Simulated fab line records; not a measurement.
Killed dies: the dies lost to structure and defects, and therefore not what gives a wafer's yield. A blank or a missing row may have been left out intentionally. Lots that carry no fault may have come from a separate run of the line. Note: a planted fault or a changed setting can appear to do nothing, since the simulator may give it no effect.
fab line records + flow n5Finfet
[record]
- lots = 7
- wafers = 21
route steps=1938 shown WELL_APT@21 PMOS_HMC_CHANNEL_EPI@63 FIN_SAQP@130 STI_FIN_REVEAL@190 SD_EPI_N@264
startH: hours from the record's opening day to when the first of the lot's shown wafers began + waitH: hours elapsed since this lot's preceding step + " identical to the entry in the row above + L1.1+2: a single row standing in for several wafers + - value missing, or start not given + * or withheld: withheld + < > ~ a bound
route shown NAME@n: names a module that has steps shown in the file, with the first one's number in the route + usual: average and standard deviation across the fault-free wafers + same: alike in all rows + chamber/n: place in a boat + sites: each site's reading + _std_site: standard deviation across them + _edge_site: outer sites' mean less inner sites' + radiusMm: how far each site lies from the wafer's centre + mask NAME#n: copy n + behind: the tool/chamber that last shaped the wafer + hold: why the lot went on hold/how many hours it stayed there/how the hold came to an end + device: the n, p or np transistor that did not switch + end of line: tests run on the same wafers once the route is complete + a step given without rows: its recipe and nothing more + killed: at the first sort, the dies lost to defects and structure; wafer yield is something else + map: dies across one wafer; x = killed, . = not, _ = none there
set.NAME: the run value of the setting; set.NAME@STEP: its run value at that earlier step + model.NAME: the simulator's own value behind a step, which no gauge read
lots where settings were altered on purpose, with a table for each step and a row for each wafer
[[steps]]
[step N5_WELL_APT_COAT_02]
[recipe]
- spinRpm = 1357
- resistThkNm = 950
| lot.wafer | tool          | chamber | startH | waitH | set.spinRpm | model.coat_of_WELL_APT_COAT_02.thkNm |
|-----------|---------------|---------|--------|-------|-------------|--------------------------------------|
| L076.2    | lithoTrack-03 | 0       | -      | -     | 1357        | 947.1                                |
| L076.4    | "             | 0       | "      | "     | 1239        | 991.9                                |
| L076.5    | "             | 0       | "      | "     | 1357        | 949.8                                |
| L082.1    | lithoTrack-01 | 0       | -      | -     | 1357        | 951                                  |
| L082.2    | "             | 0       | "      | "     | 1357        | 951.5                                |
| L082.3    | "             | 0       | "      | "     | 1357        | 952.4                                |
| L086.2    | lithoTrack-01 | 0       | -      | -     | 1305        | 966.7                                |
| L086.5    | "             | 0       | "      | "     | 1357        | 946.6                                |
| L086.6    | "             | 0       | "      | "     | 1357        | 946.1                                |
| L087.2    | lithoTrack-02 | 0       | -      | -     | 1357        | 951.9                                |
| L087.3    | "             | 0       | "      | "     | 1357        | 951.4                                |
| L087.6    | "             | 0       | "      | "     | 1357        | 951.1                                |
| L088.4    | lithoTrack-03 | 0       | -      | -     | 1316        | 967.2                                |
| L088.5    | "             | 0       | "      | "     | 1357        | 949.8                                |
| L088.6    | "             | 0       | "      | "     | 1357        | 954.1                                |
| L089.1    | lithoTrack-01 | 0       | -      | -     | 1357        | 949.3                                |
| L089.5    | "             | 0       | "      | "     | 1357        | 947.7                                |
| L089.6    | "             | 0       | "      | "     | 1357        | 947.3                                |
| L091.3    | lithoTrack-02 | 0       | -      | -     | 1357        | 950.2                                |
| L091.4    | "             | 0       | "      | "     | 1357        | 946.9                                |
| L091.5    | "             | 0       | "      | "     | 1357        | 949                                  |
[step N5_WELL_APT_EXPOSE_05]
[recipe]
- maskId = NWELL
- na = 0.8
- sourceShape = conventional
- sigmaOuter = 0.8
- polarization = unpolarized
- defocusNm = 0
- targetCdNm = 200
- doseMj = 20.3
| lot.wafer  | tool          | chamber | startH | waitH | mask    | set.doseMj |
|------------|---------------|---------|--------|-------|---------|------------|
| L076.2+4+5 | krfScanner-01 | 0       | 25.54  | -     | NWELL#0 | 20.3       |
| L082.1+2+3 | krfScanner-01 | 0       | 61.55  | -     | NWELL#0 | 20.3       |
| L086.2+6   | krfScanner-01 | 0       | 85.73  | -     | NWELL#0 | 20.3       |
| L086.5     | "             | 0       | "      | "     | NWELL#0 | 20.7       |
| L087.2+3+6 | krfScanner-01 | 0       | 91.40  | -     | NWELL#0 | 20.3       |
| L088.4+5   | krfScanner-02 | 0       | 97.74  | -     | NWELL#0 | 21.6       |
| L088.6     | "             | 0       | "      | "     | NWELL#0 | 20.3       |
| L089.1     | krfScanner-01 | 0       | 103.63 | -     | NWELL#0 | 21.08      |
| L089.5+6   | "             | 0       | "      | "     | NWELL#0 | 20.3       |
| L091.3+4+5 | krfScanner-01 | 0       | 115.56 | -     | NWELL#0 | 20.3       |
[step N5_WELL_APT_PEB_06]
[recipe]
- pebTempC = 130
- pebTimeS = 90
[step N5_WELL_APT_DEVELOP_07]
[recipe]
- developTimeS = 45
- rinseLiquid = surfactantRinse
- dry = airSpin
- devTempC = 21
[step N5_WELL_APT_HARDBAKE_12]
[recipe]
- tempC = 130
- timeS = 120
[step N5_WELL_APT_CD_MEAS_08]
[recipe]
- targetCdNm = 200
- landingEnergyEv = 500
- detector = seInlens
[usual]
- cdNm = 199.9/1.1
| lot.wafer | tool     | chamber | startH | waitH | set.doseMj@WELL_APT_EXPOSE_05 | cdNm  |
|-----------|----------|---------|--------|-------|-------------------------------|-------|
| L076.2    | cdSem-01 | 0       | 25.71  | -     | 20.3                          | 198.1 |
| L076.4    | "        | 0       | "      | "     | 20.3                          | 198.1 |
| L076.5    | "        | 0       | "      | "     | 20.3                          | 198.5 |
| L082.1    | cdSem-03 | 0       | 61.72  | -     | 20.3                          | 200.6 |
| L082.2    | "        | 0       | "      | "     | 20.3                          | 201.8 |
| L082.3    | "        | 0       | "      | "     | 20.3                          | 200.0 |
| L086.2    | cdSem-02 | 0       | 85.89  | -     | 20.3                          | 199.2 |
| L086.5    | "        | 0       | "      | "     | 20.7                          | 202.8 |
| L086.6    | "        | 0       | "      | "     | 20.3                          | 200.6 |
| L087.2    | cdSem-02 | 0       | 91.56  | -     | 20.3                          | 199.9 |
| L087.3    | "        | 0       | "      | "     | 20.3                          | 198.3 |
| L087.6    | "        | 0       | "      | "     | 20.3                          | 199.2 |
| L088.4    | cdSem-03 | 0       | 97.90  | -     | 21.6                          | 209.6 |
| L088.5    | "        | 0       | "      | "     | 21.6                          | 211.5 |
| L088.6    | "        | 0       | "      | "     | 20.3                          | 201.2 |
| L089.1    | cdSem-02 | 0       | 103.81 | -     | 21.08                         | 207.5 |
| L089.5    | "        | 0       | "      | "     | 20.3                          | 200.3 |
| L089.6    | "        | 0       | "      | "     | 20.3                          | 201.7 |
| L091.3    | cdSem-02 | 0       | 115.73 | -     | 20.3                          | 200.3 |
| L091.4    | "        | 0       | "      | "     | 20.3                          | 200.2 |
| L091.5    | "        | 0       | "      | "     | 20.3                          | 200.6 |
[step N5_WELL_APT_DESCUM_13]
[recipe]
- chemistry = O2
- timeS = 7.9
- sourcePowerW = 50
- biasPowerW = 20
- pressureMtorr = 20
- rfFrequencyHz = 2.712e+07
- tempC = 40
- o2FlowSccm = 225
| lot.wafer | tool       | chamber | startH | waitH | set.doseMj@WELL_APT_EXPOSE_05 | model.WELL_APT.cdNm |
|-----------|------------|---------|--------|-------|-------------------------------|---------------------|
| L076.2    | rieDiel-04 | 0       | 25.79  | 0.0   | 20.3                          | -                   |
| L076.4    | "          | 3       | "      | "     | 20.3                          | 198                 |
| L076.5    | "          | 0       | "      | "     | 20.3                          | 198.8               |
| L082.1    | rieDiel-01 | 0       | 61.81  | 0.0   | 20.3                          | 200.6               |
| L082.2    | "          | 3       | "      | "     | 20.3                          | 201.7               |
| L082.3    | "          | 1       | "      | "     | 20.3                          | 200.1               |
| L086.2    | rieDiel-04 | 2       | 85.98  | 0.0   | 20.3                          | 199.1               |
| L086.5    | "          | 3       | "      | "     | 20.7                          | 203.1               |
| L086.6    | "          | 2       | "      | "     | 20.3                          | 200.7               |
| L087.2    | rieDiel-04 | 0       | 91.65  | 0.0   | 20.3                          | 199.6               |
| L087.3    | "          | 3       | "      | "     | 20.3                          | 198.6               |
| L087.6    | "          | 3       | "      | "     | 20.3                          | 199.2               |
| L088.4    | rieDiel-04 | 2       | 98.23  | 0.3   | 21.6                          | 209.6               |
| L088.5    | "          | 2       | "      | "     | 21.6                          | 211.5               |
| L088.6    | "          | 3       | "      | "     | 20.3                          | 201.3               |
| L089.1    | rieDiel-01 | 1       | 103.89 | 0.0   | 21.08                         | 207.5               |
| L089.5    | "          | 1       | "      | "     | 20.3                          | 200.1               |
| L089.6    | "          | 3       | "      | "     | 20.3                          | 201.7               |
| L091.3    | rieDiel-01 | 1       | 115.81 | 0.0   | 20.3                          | 200.4               |
| L091.4    | "          | 3       | "      | "     | 20.3                          | 200.2               |
| L091.5    | "          | 3       | "      | "     | 20.3                          | 200.8               |
[step N5_PMOS_HMC_CHANNEL_EPI_PEB_07]
[recipe]
- pebTempC = 110
- pebTimeS = 60
- resist = CAR-ArF-block
| lot.wafer  | tool          | chamber | startH | waitH | set.pebTempC |
|------------|---------------|---------|--------|-------|--------------|
| L076.2     | lithoTrack-04 | 0       | 28.94  | 0.0   | 110          |
| L076.4+5   | "             | 0       | "      | "     | 107          |
| L082.1+2   | lithoTrack-03 | 0       | 64.99  | 0.1   | 110          |
| L082.3     | "             | 0       | "      | "     | 113.2        |
| L086.2+5+6 | lithoTrack-04 | 0       | 89.87  | 0.0   | 110          |
| L087.2+3+6 | lithoTrack-04 | 0       | 94.93  | 0.0   | 110          |
| L088.4+5+6 | lithoTrack-03 | 0       | 101.51 | 0.0   | 110          |
| L089.1+6   | lithoTrack-05 | 0       | 107.26 | 0.1   | 108.5        |
| L089.5     | "             | 0       | "      | "     | 110          |
| L091.3+4   | lithoTrack-04 | 0       | 119.08 | 0.0   | 108.1        |
| L091.5     | "             | 0       | "      | "     | 110          |
[step N5_PMOS_HMC_CHANNEL_EPI_DEVELOP_08]
[recipe]
- developTimeS = 30
- developer = TMAH
- resist = CAR-ArF-block
- devTempC = 23
- rinseLiquid = diw
- dry = airSpin
| lot.wafer  | tool          | chamber | startH | waitH | set.developTimeS |
|------------|---------------|---------|--------|-------|------------------|
| L076.2+5   | lithoTrack-04 | 0       | -      | -     | 30               |
| L076.4     | "             | 0       | "      | "     | 23.31            |
| L082.1+3   | lithoTrack-03 | 0       | -      | -     | 30               |
| L082.2     | "             | 0       | "      | "     | 26.31            |
| L086.2+5+6 | lithoTrack-04 | 0       | -      | -     | 30               |
| L087.2+3+6 | lithoTrack-04 | 0       | -      | -     | 30               |
| L088.4+5   | lithoTrack-03 | 0       | -      | -     | 30               |
| L088.6     | "             | 0       | "      | "     | 32.59            |
| L089.1+5+6 | lithoTrack-05 | 0       | -      | -     | 24.2             |
| L091.3+5   | lithoTrack-04 | 0       | -      | -     | 30               |
| L091.4     | "             | 0       | "      | "     | 26.64            |
[step N5_PMOS_HMC_CHANNEL_EPI_CD_MEAS_09]
[recipe]
- targetCdNm = 237.4
- landingEnergyEv = 500
- detector = seInlens
[usual]
- cdNm = 237.7/0.82
| lot.wafer | tool     | chamber | startH | waitH | set.pebTempC@PMOS_HMC_CHANNEL_EPI_PEB_07 | cdNm  |
|-----------|----------|---------|--------|-------|------------------------------------------|-------|
| L076.2    | cdSem-02 | 0       | 29.01  | -     | 110                                      | 238.0 |
| L076.4    | "        | 0       | "      | "     | 107                                      | 226.6 |
| L076.5    | "        | 0       | "      | "     | 107                                      | 227.6 |
| L082.1    | cdSem-02 | 0       | 65.05  | -     | 110                                      | 237.5 |
| L082.2    | "        | 0       | "      | "     | 110                                      | 236.8 |
| L082.3    | "        | 0       | "      | "     | 113.2                                    | 247.3 |
| L086.2    | cdSem-02 | 0       | 89.94  | -     | 110                                      | 238.5 |
| L086.5    | "        | 0       | "      | "     | 110                                      | 237.7 |
| L086.6    | "        | 0       | "      | "     | 110                                      | 237.8 |
| L087.2    | cdSem-01 | 0       | 94.99  | -     | 110                                      | 237.4 |
| L087.3    | "        | 0       | "      | "     | 110                                      | 236.8 |
| L087.6    | "        | 0       | "      | "     | 110                                      | 238.0 |
| L088.4    | cdSem-01 | 0       | 101.58 | -     | 110                                      | 238.1 |
| L088.5    | "        | 0       | "      | "     | 110                                      | 238.3 |
| L088.6    | "        | 0       | "      | "     | 110                                      | 239.0 |
| L089.1    | cdSem-01 | 0       | 107.32 | -     | 108.5                                    | 230.5 |
| L089.5    | "        | 0       | "      | "     | 110                                      | 235.7 |
| L089.6    | "        | 0       | "      | "     | 108.5                                    | 231.1 |
| L091.3    | cdSem-03 | 0       | 119.15 | -     | 108.1                                    | 231.5 |
| L091.4    | "        | 0       | "      | "     | 108.1                                    | 230.2 |
| L091.5    | "        | 0       | "      | "     | 110                                      | 237.7 |
[step N5_PMOS_HMC_CHANNEL_EPI_DESCUM_14]
[recipe]
- chemistry = O2
- timeS = 7.9
- sourcePowerW = 50
- biasPowerW = 20
- pressureMtorr = 20
- rfFrequencyHz = 2.712e+07
- tempC = 40
- resist = CAR-ArF-block
- o2FlowSccm = 225
| lot.wafer | tool       | chamber | startH | waitH | set.pebTempC@PMOS_HMC_CHANNEL_EPI_PEB_07 | model.PMOS_HMC_CHANNEL_EPI.cdNm |
|-----------|------------|---------|--------|-------|------------------------------------------|---------------------------------|
| L076.2    | rieDiel-03 | 0       | 29.10  | 0.0   | 110                                      | 238.1                           |
| L076.4    | "          | 2       | "      | "     | 107                                      | 226.8                           |
| L076.5    | "          | 3       | "      | "     | 107                                      | 227.8                           |
| L082.1    | rieDiel-03 | 3       | 65.14  | 0.0   | 110                                      | 237.7                           |
| L082.2    | "          | 0       | "      | "     | 110                                      | 236.7                           |
| L082.3    | "          | 2       | "      | "     | 113.2                                    | 247                             |
| L086.2    | rieDiel-03 | 0       | 90.02  | 0.0   | 110                                      | 238.4                           |
| L086.5+6  | "          | 1,0     | "      | "     | 110                                      | 237.6                           |
| L087.2    | rieDiel-05 | 3       | 95.30  | 0.3   | 110                                      | 237.2                           |
| L087.3    | "          | 2       | "      | "     | 110                                      | 236.9                           |
| L087.6    | "          | 1       | "      | "     | 110                                      | 238.1                           |
| L088.4+5  | rieDiel-06 | 1,2     | 101.86 | 0.2   | 110                                      | 238.5                           |
| L088.6    | "          | 1       | "      | "     | 110                                      | 239.1                           |
| L089.1    | rieDiel-03 | 1       | 107.58 | 0.2   | 108.5                                    | 230.5                           |
| L089.5    | "          | 1       | "      | "     | 110                                      | 235.8                           |
| L089.6    | "          | 2       | "      | "     | 108.5                                    | 231.2                           |
| L091.3    | rieDiel-05 | 3       | 119.24 | 0.0   | 108.1                                    | 231.5                           |
| L091.4    | "          | 1       | "      | "     | 108.1                                    | 230.2                           |
| L091.5    | "          | 0       | "      | "     | 110                                      | 237.9                           |
[step N5_PMOS_HMC_CHANNEL_EPI_ETCH_32]
[recipe]
- chemistry = N2/H2
- target = BARC
- stopOn = SiO2
- targetDepthA = 858
- overEtchFrac = 0.3
- timeS = 50.3
- ionEnergyEv = 200
- maskMaterial = CAR-ArF-block
- pressureMtorr = 30
- sourceW = 840
- biasW = 150
- n2FlowSccm = 200
- h2FlowSccm = 200
| lot.wafer | tool       | chamber | startH | waitH | set.pebTempC@PMOS_HMC_CHANNEL_EPI_PEB_07 | model.PMOS_HMC_CHANNEL_EPI.cdNm |
|-----------|------------|---------|--------|-------|------------------------------------------|---------------------------------|
| L076.2    | rieDiel-03 | 0       | 29.13  | 0.0   | 110                                      | 240.6                           |
| L076.4    | "          | 2       | "      | "     | 107                                      | 228.7                           |
| L076.5    | "          | 3       | "      | "     | 107                                      | 229.8                           |
| L082.1    | rieDiel-03 | 3       | 65.18  | 0.0   | 110                                      | 239.7                           |
| L082.2    | "          | 0       | "      | "     | 110                                      | 238.7                           |
| L082.3    | "          | 2       | "      | "     | 113.2                                    | 249.7                           |
| L086.2    | rieDiel-03 | 0       | 90.06  | 0.0   | 110                                      | 240.4                           |
| L086.5    | "          | 1       | "      | "     | 110                                      | 239.6                           |
| L086.6    | "          | 0       | "      | "     | 110                                      | 239.7                           |
| L087.2    | rieDiel-05 | 3       | 95.34  | 0.0   | 110                                      | 239.4                           |
| L087.3    | "          | 2       | "      | "     | 110                                      | 239.1                           |
| L087.6    | "          | 1       | "      | "     | 110                                      | 241                             |
| L088.4+5  | rieDiel-06 | 1,2     | 101.90 | 0.0   | 110                                      | 241.1                           |
| L088.6    | "          | 1       | "      | "     | 110                                      | 242                             |
| L089.1    | rieDiel-03 | 1       | 107.61 | 0.0   | 108.5                                    | 232.8                           |
| L089.5    | "          | 1       | "      | "     | 110                                      | 238.5                           |
| L089.6    | "          | 2       | "      | "     | 108.5                                    | 234.1                           |
| L091.3    | rieDiel-05 | 3       | 119.27 | 0.0   | 108.1                                    | 233.6                           |
| L091.4    | "          | 1       | "      | "     | 108.1                                    | 232.7                           |
| L091.5    | "          | 0       | "      | "     | 110                                      | 240.4                           |
[step N5_FIN_SAQP_ETCH_65]
[recipe]
- chemistry = CF4
- target = SiO2
- targetDepthA = 40
- ionEnergyEv = 350
- timeS = 4.4
- pressureMtorr = 10
- icpW = 800
- biasW = 400
- cf4FlowSccm = 80
| lot.wafer | tool     | chamber | startH | waitH | set.timeS | model.etch.depthNm |
|-----------|----------|---------|--------|-------|-----------|--------------------|
| L076.2    | rieSi-04 | 0       | 37.96  | 0.1   | 3.895     | 3.577              |
| L076.4    | "        | 2       | "      | "     | 3.895     | 3.56               |
| L076.5    | "        | 1       | "      | "     | 4.4       | 4.023              |
| L082.1    | rieSi-04 | 0       | 71.87  | 0.1   | 4.015     | 3.677              |
| L082.2    | "        | 1       | "      | "     | 4.015     | 3.672              |
| L082.3    | "        | 3       | "      | "     | 4.015     | 3.729              |
| L086.2    | rieSi-04 | 0       | 96.46  | 0.1   | 4.4       | 4.05               |
| L086.5    | "        | 2       | "      | "     | 4.4       | 3.947              |
| L086.6    | "        | 1       | "      | "     | 5.343     | 4.876              |
| L087.2    | rieSi-04 | 0       | 104.17 | 0.1   | 4.4       | 4.046              |
| L087.3    | "        | 2       | "      | "     | 4.4       | 3.936              |
| L087.6    | "        | 1       | "      | "     | 4.4       | 3.963              |
| L088.4    | rieSi-03 | 2       | 108.81 | 0.0   | 4.4       | 4.011              |
| L088.5    | "        | 2       | "      | "     | 4.4       | 4.007              |
| L088.6    | "        | 3       | "      | "     | 4.4       | 4.049              |
| L089.1    | rieSi-04 | 0       | 114.81 | 0.1   | 4.4       | 4.034              |
| L089.5    | "        | 0       | "      | "     | 4.4       | 4.029              |
| L089.6    | "        | 3       | "      | "     | 3.548     | 3.267              |
| L091.3    | rieSi-01 | 1       | 125.97 | 0.1   | 4.4       | 3.937              |
| L091.4    | "        | 0       | "      | "     | 3.502     | 3.184              |
| L091.5    | "        | 3       | "      | "     | 3.502     | 3.169              |
[step N5_FIN_SAQP_COAT_68]
[recipe]
- resist = SOC
- tempC = 250
- timeS = 60
- spinRpm = 1500
- resistThkNm = 100
| lot.wafer  | tool          | chamber | startH | waitH | set.spinRpm | model.SOC_of_FIN_SAQP_COAT_68.thkNm |
|------------|---------------|---------|--------|-------|-------------|-------------------------------------|
| L076.2+4   | lithoTrack-02 | 0       | 38.46  | 0.3   | 1500        | 99.8                                |
| L076.5     | "             | 0       | "      | "     | 1667        | 94.8                                |
| L082.1     | lithoTrack-01 | 0       | 72.37  | 0.3   | 1500        | 99.8                                |
| L082.2+3   | "             | 0       | "      | "     | 1500        | 100                                 |
| L086.2+5+6 | lithoTrack-05 | 0       | 96.96  | 0.3   | 1500        | 99.8                                |
| L087.2+6   | lithoTrack-01 | 0       | 104.68 | 0.3   | 1500        | 100.6                               |
| L087.3     | "             | 0       | "      | "     | 1500        | 100.4                               |
| L088.4+6   | lithoTrack-02 | 0       | 109.32 | 0.2   | 1372        | 105                                 |
| L088.5     | "             | 0       | "      | "     | 1500        | 100.4                               |
| L089.1+5+6 | lithoTrack-01 | 0       | 115.54 | 0.3   | 1500        | 100.2                               |
| L091.3     | lithoTrack-05 | 0       | 126.48 | 0.2   | 1500        | 100.6                               |
| L091.4     | "             | 0       | "      | "     | 1397        | 104                                 |
| L091.5     | "             | 0       | "      | "     | 1500        | 100.2                               |
[step N5_STI_FIN_REVEAL_ETCHBACK_08]
[recipe]
- chemistry = C4F6/O2
- target = SiO2
- targetDepthA = 305
- timeS = 10.167
- ionEnergyEv = 250
- pressureMtorr = 30
- sourceW = 345
- biasW = 185
- Ar_flow_sccm = 300
- C4F6_flow_sccm = 10
- O2_flow_sccm = 10
| lot.wafer  | tool       | chamber | startH | waitH | set.timeS |
|------------|------------|---------|--------|-------|-----------|
| L076.2     | rieDiel-01 | 2       | 48.58  | 0.2   | 11.22     |
| L076.4+5   | "          | 1,2     | "      | "     | 10.167    |
| L082.1+2   | rieDiel-02 | 1,2     | 81.48  | 0.3   | 10.167    |
| L082.3     | "          | 0       | "      | "     | 11.66     |
| L086.2+5+6 | rieDiel-02 | 0,2,3   | 106.13 | 0.2   | 10.167    |
| L087.2+3+6 | rieDiel-01 | 2,1,2   | 113.90 | 0.2   | 10.167    |
| L088.4     | rieDiel-02 | 1       | 118.90 | 0.1   | 10.167    |
| L088.5+6   | "          | 2,3     | "      | "     | 7.949     |
| L089.1+5   | rieDiel-04 | 0,3     | 124.29 | 0.2   | 7.954     |
| L089.6     | "          | 0       | "      | "     | 10.167    |
| L091.3+5   | rieDiel-04 | 2,0     | 135.75 | 0.1   | 11.59     |
| L091.4     | "          | 0       | "      | "     | 10.167    |
[step N5_STI_FIN_REVEAL_OXIDATION_31]
[recipe]
- chemistry = O2_PLASMA_REMOTE
- tempC = 150
- timeS = 20
- pressureMtorr = 1000
- sourcePowerW = 2000
- o2FlowSccm = 3000
| lot.wafer  | tool           | chamber | startH | waitH | set.timeS |
|------------|----------------|---------|--------|-------|-----------|
| L076.2+4+5 | plasmaAsher-02 | 1,1,0   | 51.00  | 0.0   | 20        |
| L082.1+2+3 | plasmaAsher-02 | 0,1,0   | 83.88  | 0.0   | 20        |
| L086.2+5   | plasmaAsher-01 | 1,0     | 108.53 | 0.0   | 17.15     |
| L086.6     | "              | 1       | "      | "     | 20        |
| L087.2+3+6 | plasmaAsher-01 | 0,1,0   | 116.31 | 0.0   | 20        |
| L088.4+5   | plasmaAsher-01 | 0       | 121.35 | 0.1   | 20        |
| L088.6     | "              | 1       | "      | "     | 21.98     |
| L089.1+6   | plasmaAsher-02 | 0,1     | 126.77 | 0.0   | 20        |
| L089.5     | "              | 0       | "      | "     | 23.23     |
| L091.3     | plasmaAsher-02 | 0       | 138.20 | 0.1   | 20        |
| L091.4+5   | "              | 1       | "      | "     | 16.52     |
[step N5_STI_FIN_REVEAL_PRECLEAN_32]
[recipe]
- chemistry = NF3:NH3
- afsCycles = 1
- tempC = 30
- timeS = 20
- sublimationTempC = 180
- sublimationTimeS = 60
- pressureTorr = 3
- rfPowerW = 30
[step N5_STI_FIN_REVEAL_STRIP_35]
[recipe]
- chemistry = H3PO4
- material = Si3N4
- tempC = 165
- targetDepthA = 40
- timeS = 39
[step N5_STI_FIN_REVEAL_SRD_23]
[recipe]
- dry = ipaMarangoni
- timeS = 30
- tempC = 23
- rinseLiquid = diw
[step N5_STI_FIN_REVEAL_FIN_H_MEAS_10]
[usual]
- trenchDepthNm = 52.0/0.73
| lot.wafer | tool   | chamber | startH | waitH | set.timeS@STI_FIN_REVEAL_ETCHBACK_08 | trenchDepthNm |
|-----------|--------|---------|--------|-------|--------------------------------------|---------------|
| L076.2    | ocd-02 | -       | 51.55  | 0.0   | 11.22                                | 56.2          |
| L076.4    | "      | -       | "      | "     | 10.167                               | 52.7          |
| L076.5    | "      | -       | "      | "     | 10.167                               | 52.3          |
| L082.1    | ocd-02 | -       | 84.43  | 0.0   | 10.167                               | 52.3          |
| L082.2    | "      | -       | "      | "     | 10.167                               | 51.4          |
| L082.3    | "      | -       | "      | "     | 11.66                                | 56.4          |
| L086.2    | ocd-01 | -       | 109.08 | 0.0   | 10.167                               | 51.2          |
| L086.5    | "      | -       | "      | "     | 10.167                               | 52.3          |
| L086.6    | "      | -       | "      | "     | 10.167                               | 52.0          |
| L087.2    | ocd-02 | -       | 116.86 | 0.0   | 10.167                               | 52.4          |
| L087.3    | "      | -       | "      | "     | 10.167                               | 52.3          |
| L087.6    | "      | -       | "      | "     | 10.167                               | 51.7          |
| L088.4    | ocd-02 | -       | 121.90 | 0.0   | 10.167                               | 51.3          |
| L088.5    | "      | -       | "      | "     | 7.949                                | 45.4          |
| L088.6    | "      | -       | "      | "     | 7.949                                | 45.3          |
| L089.1    | ocd-01 | -       | 127.31 | 0.0   | 7.954                                | 46.1          |
| L089.5    | "      | -       | "      | "     | 7.954                                | 45.3          |
| L089.6    | "      | -       | "      | "     | 10.167                               | 53.6          |
| L091.3    | ocd-01 | -       | 138.79 | 0.0   | 11.59                                | 56.4          |
| L091.4    | "      | -       | "      | "     | 10.167                               | 52.6          |
| L091.5    | "      | -       | "      | "     | 11.59                                | 56.3          |
[step N5_SD_EPI_N_COAT_03]
[recipe]
- resist = CAR-ArF-block
- spinRpm = 1500
- resistThkNm = 150
| lot.wafer | tool          | chamber | startH | waitH | set.spinRpm | model.CAR-ArF-block_of_SD_EPI_N_COAT_03.thkNm |
|-----------|---------------|---------|--------|-------|-------------|-----------------------------------------------|
| L076.2    | lithoTrack-01 | 0       | -      | -     | 1606        | 145                                           |
| L076.4+5  | "             | 0       | "      | "     | 1500        | 150.2                                         |
| L082.1    | lithoTrack-01 | 0       | -      | -     | 1500        | 150                                           |
| L082.2    | "             | 0       | "      | "     | 1500        | 150.2                                         |
| L082.3    | "             | 0       | "      | "     | 1623        | 144.2                                         |
| L086.2    | lithoTrack-02 | 0       | -      | -     | 1500        | 150.2                                         |
| L086.5    | "             | 0       | "      | "     | 1358        | 158.4                                         |
| L086.6    | "             | 0       | "      | "     | 1500        | 150.8                                         |
| L087.2    | lithoTrack-02 | 0       | -      | -     | 1500        | 150                                           |
| L087.3+6  | "             | 0       | "      | "     | 1500        | 149.8                                         |
| L088.4    | lithoTrack-01 | 0       | -      | -     | 1572        | 146.4                                         |
| L088.5    | "             | 0       | "      | "     | 1572        | 146.8                                         |
| L088.6    | "             | 0       | "      | "     | 1500        | 150                                           |
| L089.1    | lithoTrack-01 | 0       | -      | -     | 1500        | 150.8                                         |
| L089.5    | "             | 0       | "      | "     | 1500        | 150                                           |
| L089.6    | "             | 0       | "      | "     | 1500        | 150.2                                         |
| L091.3+5  | lithoTrack-01 | 0       | -      | -     | 1550        | 147.6                                         |
| L091.4    | "             | 0       | "      | "     | 1500        | 149.8                                         |
[[key]]
[split]
- step = N5_WELL_APT_COAT_02
- setting = spinRpm
- stated = 1357
- by = wafer
[response]
- step = N5_WELL_APT_COAT_02
- reading = model.coat_of_WELL_APT_COAT_02.thkNm
- change = -5.05
- per = 1%
- r = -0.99
[split]
- step = N5_WELL_APT_EXPOSE_05
- setting = doseMj
- stated = 20.3
- by = wafer
[response]
- step = N5_WELL_APT_CD_MEAS_08
- reading = cdNm
- change = +1.52
- per = 1%
- r = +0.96
[response]
- step = N5_WELL_APT_DESCUM_13
- reading = model.WELL_APT.cdNm
- change = +1.52
- per = 1%
- r = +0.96
[split]
- step = N5_PMOS_HMC_CHANNEL_EPI_PEB_07
- setting = pebTempC
- stated = 110
- by = wafer
[response]
- step = N5_PMOS_HMC_CHANNEL_EPI_CD_MEAS_09
- reading = cdNm
- change = +3.74
- per = 1%
- r = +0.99
[response]
- step = N5_PMOS_HMC_CHANNEL_EPI_DESCUM_14
- reading = model.PMOS_HMC_CHANNEL_EPI.cdNm
- change = +3.72
- per = 1%
- r = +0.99
[response]
- step = N5_PMOS_HMC_CHANNEL_EPI_ETCH_32
- reading = model.PMOS_HMC_CHANNEL_EPI.cdNm
- change = +3.87
- per = 1%
- r = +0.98
[split]
- step = N5_PMOS_HMC_CHANNEL_EPI_DEVELOP_08
- setting = developTimeS
- stated = 30
- by = wafer
response none clear
[split]
- step = N5_FIN_SAQP_ETCH_65
- setting = timeS
- stated = 4.4
- by = wafer
[response]
- step = N5_FIN_SAQP_ETCH_65
- reading = model.etch.depthNm
- change = +0.0393
- per = 1%
- r = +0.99
[split]
- step = N5_FIN_SAQP_COAT_68
- setting = spinRpm
- stated = 1500
- by = wafer
[response]
- step = N5_FIN_SAQP_COAT_68
- reading = model.SOC_of_FIN_SAQP_COAT_68.thkNm
- change = -0.49
- per = 1%
- r = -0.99
[split]
- step = N5_STI_FIN_REVEAL_ETCHBACK_08
- setting = timeS
- stated = 10.167
- by = wafer
[response]
- step = N5_STI_FIN_REVEAL_FIN_H_MEAS_10
- reading = trenchDepthNm
- change = +0.313
- per = 1%
- r = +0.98
[split]
- step = N5_STI_FIN_REVEAL_OXIDATION_31
- setting = timeS
- stated = 20
- by = wafer
response none clear
[split]
- step = N5_SD_EPI_N_COAT_03
- setting = spinRpm
- stated = 1500
- by = wafer
[response]
- step = N5_SD_EPI_N_COAT_03
- reading = model.CAR-ArF-block_of_SD_EPI_N_COAT_03.thkNm
- change = -0.762
- per = 1%
- r = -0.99
